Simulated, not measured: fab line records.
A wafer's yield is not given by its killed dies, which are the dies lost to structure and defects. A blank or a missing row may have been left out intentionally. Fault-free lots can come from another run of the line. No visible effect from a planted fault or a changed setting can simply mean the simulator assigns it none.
Comparing a struck lot with a sound one -- flow n5Finfet -- 37 steps out of a route of 1938
Sound: wafers L596.3, L596.4, L596.6. Struck: wafers L585.1, L585.2, L585.5. Last of all comes the cause.
For every step that has rows: the tool of each side, followed by ch and its chambers, followed by its first start. Under that, the readings that differ: sound wafers -- struck wafers -- difference of the means -- sigmas: that difference in standard deviations of wafers without a fault.
alike: a reading whose means differ by less than 2 such deviations, as well as words and numbers matching on both sides. not compared: withheld readings; readings where some wafer has no value; bounds like >300 that might hide an equal value; numbers whose values overlap and for which the record gives no deviation.
Wherever a step has rows on one side only, a row that says differs or no value, or a row with sigmas, the two part there. When numbers do not overlap yet have no deviation, they are printed without sigmas and do not part them. Lack of a reading on every wafer of one side parts them only where that side has two or more wafers.

first, 9 steps without rows for these wafers: N5_BEOL_M7_SURFACE_TREAT_79; N5_BEOL_M7_CVD_78 (deposits Co from CCTBA/H2, target thk 2 nm, time 142.3 s); N5_BEOL_M7_SPUTTER_48 (material Cu, target thk 10 nm, time 1.667 s); N5_BEOL_M7_ECD_50 (material Cu, target thk 300 nm); N5_BEOL_M7_ANNEAL_51 (time 90 s); N5_BEOL_M7_CMP_52 (polishes, stops on SiCOH lowk, t overpolish 6.9 s, target thk 80 nm); N5_BEOL_M7_PRE_CLEAN_55 (time 15 s); N5_BEOL_M7_DEP_56 (deposits SiCN from 3MS/NH3, target thk 10 nm, time 17.5 s); N5_BEOL_M8_ILD_DEP_00 (deposits SiCOH lowk from DEMS/porogen, target thk 179.75 nm, time 33.4 s).
N5_BEOL_M8_CURE_74: cures SiCOH lowk, time 240 s.
  sound on uvCure-02 ch 0, day 13 02:26; struck on uvCure-03 ch 0, day 10 04:05
  no value came back on the struck wafers for lampPowerPct (%), runLengthS (s), wafer_temp_C_max; on the sound wafers lampPowerPct (%) reads 52.29 52.28 52.32
reading,sound,struck,difference,sigmas
model.SiCOH_lowk_of_BEOL_M8_ILD_DEP_00.thkNm (nm),154.4 156.6 159.2,176.6 178 178.8,+21.1,
N5_BEOL_M8_THK_MEAS_01:
  sound on filmMetro-01, day 13 02:48; struck on filmMetro-02, day 10 04:36
reading,sound,struck,difference,sigmas
M8_ILD_THK (nm),154.4 156.6 158.9,176.8 177.9 178.7,+21.2,+10
then, 24 steps without rows for these wafers: N5_BEOL_M8_PECVD_70 (deposits SiO2 from TEOS/O2, target thk 20 nm, time 22.7 s); N5_BEOL_M8_HM_DEP_02 (deposits TiN, target thk 20 nm); N5_BEOL_M8_COAT_59 (time 60 s, resist thk 100 nm); N5_BEOL_M8_COAT_60 (time 60 s, resist thk 35 nm); N5_BEOL_M8_COAT_05 (resist thk 90 nm); N5_BEOL_M8_EBR_07; N5_BEOL_M8_SOFTBAKE_06 (time 60 s); N5_BEOL_M8_EXPOSE_08 (exposes mask M8); N5_BEOL_M8_PEB_09 (peb time 60 s); N5_BEOL_M8_DEVELOP_10 (develop time 30 s); N5_BEOL_M8_DESCUM_16 (chemistry O2, time 7.9 s); N5_BEOL_M8_ETCH_61 (etches SiARC in CF4, target depth 45.5 nm, time 75.8 s); N5_BEOL_M8_ETCH_62 (etches SOC in N2/H2, target depth 110 nm, overetch 22 nm, time 165 s); N5_BEOL_M8_STRIP_68 (strips in N2/H2); N5_BEOL_M8_STRIP_67 (strips in CF4); N5_BEOL_M8_HM_OPEN_17 (chemistry Cl2/BCl3, target TiN, target depth 20 nm, overetch 6 nm); N5_BEOL_M8_STRIP_19 (strips in O2); N5_BEOL_M8_COAT_63 (time 60 s, resist thk 60 nm); N5_BEOL_M8_COAT_64 (time 60 s, resist thk 12 nm); N5_BEOL_M8_COAT_71 (time 60 s, resist thk 5 nm); N5_BEOL_M8_COAT_22 (resist thk 30 nm); N5_BEOL_M8_EBR_24; N5_BEOL_M8_SOFTBAKE_23 (time 60 s); N5_BEOL_M8_EXPOSE_25 (exposes mask V7, target cd 40 nm).
N5_BEOL_M8_CMP_52: polishes, stops on SiCOH lowk, t overpolish 6.9 s, target thk 80 nm.
  sound on cmp-01 ch 0,2, day 13 10:55; struck on cmp-01 ch 0,1,2, day 10 11:55
reading,sound,struck,difference,sigmas
model.SiCOH_lowk_of_BEOL_M8_ILD_DEP_00.thkNm (nm),151.4 153.6 156.2,173.6 175 175.8,+21.1,
  alike: motorCurrentA, slurryFilterDpKPa, slurryFlowMlMin
N5_PASSIVATION_PROBE_49:
  sound wafers here have rows in the record (prober-01, day 16 16:07); struck ones have none

== WHERE THEY PART ==
At N5_BEOL_M8_CURE_74 first; at N5_PASSIVATION_PROBE_49 last (within this record only).

WHY: whatever the simulator had introduced
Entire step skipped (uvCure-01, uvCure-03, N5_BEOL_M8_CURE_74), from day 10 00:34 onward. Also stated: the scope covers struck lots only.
